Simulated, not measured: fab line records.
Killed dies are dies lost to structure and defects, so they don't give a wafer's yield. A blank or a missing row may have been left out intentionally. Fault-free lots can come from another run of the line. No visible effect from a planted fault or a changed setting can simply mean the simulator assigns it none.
Matching of chambers / flow n5_finfet / N5_BEOL_M8_CMP_52 on cmp-02 has 4 sister chambers
The step polishes, stops on SiCOH lowk, t overpolish 6.9 s, target thk 80 nm. 8 wafers are shown with their chamber, then 8 later ones without.

WAFERS WITH THEIR CHAMBER
wafer=L079.1; chamber=0; motor_current_A (A)=7.0; barrier_field_endpoint_s (s)=28.9
wafer=L081.3; chamber=0; motor_current_A (A)=7.0; barrier_field_endpoint_s (s)=29.2
wafer=L081.4; chamber=1; motor_current_A (A)=6.2; barrier_field_endpoint_s (s)=29.4
wafer=L082.1; chamber=1; motor_current_A (A)=6.4; barrier_field_endpoint_s (s)=28.8
wafer=L082.2; chamber=2; motor_current_A (A)=6.5; barrier_field_endpoint_s (s)=28.3
wafer=L085.5; chamber=3; motor_current_A (A)=6.1; barrier_field_endpoint_s (s)=28.1
wafer=L085.6; chamber=2; motor_current_A (A)=6.9; barrier_field_endpoint_s (s)=28.5
wafer=L086.1; chamber=3; motor_current_A (A)=6.2; barrier_field_endpoint_s (s)=28.3

WAFERS WHOSE CHAMBER IS MISSING
wafer=L086.2; motor_current_A (A)=7.1; barrier_field_endpoint_s (s)=29.2
wafer=L086.4; motor_current_A (A)=6.4; barrier_field_endpoint_s (s)=29.8
wafer=L097.1; motor_current_A (A)=7.0; barrier_field_endpoint_s (s)=29.2
wafer=L097.2; motor_current_A (A)=6.3; barrier_field_endpoint_s (s)=28.8
wafer=L097.3; motor_current_A (A)=6.2; barrier_field_endpoint_s (s)=28.6
wafer=L095.3; motor_current_A (A)=6.3; barrier_field_endpoint_s (s)=30.1
wafer=L095.5; motor_current_A (A)=6.4; barrier_field_endpoint_s (s)=30.0
wafer=L095.6; motor_current_A (A)=7.2; barrier_field_endpoint_s (s)=29.3

EACH ONE'S CHAMBER
wafer=L086.2; from the rows above=0; in truth=0
wafer=L086.4; from the rows above=can't be placed: 1 or 0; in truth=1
wafer=L097.1; from the rows above=0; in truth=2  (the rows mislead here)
wafer=L097.2; from the rows above=can't be placed: 1 or 3 or 2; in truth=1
wafer=L097.3; from the rows above=can't be placed: 3 or 1 or 2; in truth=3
wafer=L095.3; from the rows above=1; in truth=1
wafer=L095.5; from the rows above=can't be placed: 1 or 0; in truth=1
wafer=L095.6; from the rows above=0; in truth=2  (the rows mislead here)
Placed correctly: 2 of 8. From these rows, 4 cannot be placed; in 4 the true chamber is one of the candidates. Placed wrongly: 2.
How it was worked out, from the rows above alone: a wafer's distance from a chamber is the root of the sum, over the readings, of the square of ((its reading less the chamber's mean) divided by the reading's scatter). If the next closest chamber is less than 2 further off than the closest, the wafer can't be placed; otherwise it belongs to the closest. The mean given for a chamber averages the wafers shown for that chamber. The scatter is the square root of a quotient: the sum, over the shown wafers, of each reading's squared deviation from its chamber's mean, divided by wafers minus chambers.
